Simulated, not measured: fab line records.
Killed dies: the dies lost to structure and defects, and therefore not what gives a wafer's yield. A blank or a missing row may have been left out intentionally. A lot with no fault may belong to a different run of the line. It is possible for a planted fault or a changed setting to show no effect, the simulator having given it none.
Split-lot experiment | flow n5 finfet | on a route of 1938 steps: 7 lots, 21 wafers read

## ABOUT THE SPLIT
At N5_MOL_CONTACT_COAG_CVD_140 (deposits W, target thk 66.5 nm, time 215 s), the setting target thk a was moved away from the recipe's 665 angstrom on 9 of the 21 wafers read, by -12.9% to +7.4%. This setting was run at the recipe's value on the other wafers.

Reading taken at the split's own step.

## THE READING
W_of_MOL_CONTACT_COAG_CVD_140.thk nm (the simulator's own value, which no gauge read), in nm, at N5_MOL_CONTACT_COAG_CVD_140 (deposits W, target thk 66.5 nm, time 215 s). The file does not state a usual value for it. Here, 12 wafers ran the recipe; their average is 66.7 nm with a standard deviation of 0.72 nm.

wafer  | tool, chamber at the split | target thk a as run, angstrom | against the recipe | W_of_MOL_CONTACT_COAG_CVD_140.thk nm, nm | against lot-mates on the recipe
L074.2 | cvd w-01, 0                | 665                           | recipe             | 66.2                                     | -
L074.3 | cvd w-01, 1                | 665                           | recipe             | 67.2                                     | -
L074.4 | cvd w-01, 0                | 665                           | recipe             | 66.6                                     | -
L076.1 | cvd w-02, 1                | 704.3                         | +5.9%              | 71.2                                     | +4.4
L076.2 | cvd w-02, 0                | 704.3                         | +5.9%              | 70.8                                     | +4.0
L076.5 | cvd w-02, 1                | 665                           | recipe             | 66.8                                     | -
L084.3 | cvd w-01, 1                | 713.3                         | +7.3%              | 70                                       | +4.0
L084.5 | cvd w-01, 1                | 713.3                         | +7.3%              | 71.8                                     | +5.8
L084.6 | cvd w-01, 0                | 665                           | recipe             | 66                                       | -
L085.1 | cvd w-01, 0                | 665                           | recipe             | 66                                       | -
L085.6 | cvd w-01, 0                | 665                           | recipe             | 66                                       | -
L085.5 | cvd w-01, 1                | 665                           | recipe             | 67.2                                     | -
L092.1 | cvd w-02, 0                | 665                           | recipe             | 67.4                                     | -
L092.2 | cvd w-02, 0                | 579.3                         | -12.9%             | 57.2                                     | -10.2
L092.3 | cvd w-02, 0                | 579.3                         | -12.9%             | 58.2                                     | -9.2
L093.2 | cvd w-02, 1                | 665                           | recipe             | 66                                       | -
L093.3 | cvd w-02, 0                | 714.2                         | +7.4%              | 71.4                                     | +5.4
L093.4 | cvd w-02, 1                | 714.2                         | +7.4%              | 70.8                                     | +4.8
L091.1 | cvd w-01, 1                | 665                           | recipe             | 68.4                                     | -
L091.5 | cvd w-01, 1                | 692.9                         | +4.2%              | 70.2                                     | +2.8
L091.6 | cvd w-01, 0                | 665                           | recipe             | 66.4                                     | -

THE FIT
A straight line over all 21 wafers: W_of_MOL_CONTACT_COAG_CVD_140.thk nm changes by +0.67 nm for each +1% of target thk a; r = +0.98; the points scatter about the line by 0.76 nm.
The same after taking each lot's own level away (the mean of its wafers on the recipe; 21 wafers): +0.725 nm for each +1%; r = +0.99; scatter 0.58 nm.
Per that fit: largest target thk a move, reading shift of 9.3 nm.
Across the lots, their own levels run from 66.00 to 67.40 nm, a range of 1.9 times the standard deviation given above.
The two slopes are in agreement: the lot-to-lot level therefore moves the slope only a little.
Check: with one of the wafers moved furthest among these (-12.9%) left out of the fit, the line predicts -9.05 nm for it against its lot-mates. Against them it came out at -10.2 nm.

## ADDITIONAL SPLITS CARRIED BY THESE WAFERS
Before the reading, these wafers also passed through other splits. Each is held against what the fit with the lots' levels taken away leaves over:
other split on the same wafers               | wafers away from the commonest value | r with W_of_MOL_CONTACT_COAG_CVD_140.thk nm (lot level and that fit taken away)
N5_GATE_CUT_COAT_35 spin rpm                 | 7                                    | +0.13
N5_GATE_CUT_COAT_27 spin rpm                 | 6                                    | +0.47
N5_MOL_CONTACT_COAG_CONTACT_ETCH_14 source w | 6                                    | +0.01
N5_MOL_CONTACT_COAG_COAT_64 spin rpm         | 7                                    | +0.24

## FILE'S OWN FIT
W_of_MOL_CONTACT_COAG_CVD_140.thk nm changes by +0.72 nm for each +1% of target thk a, r = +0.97.
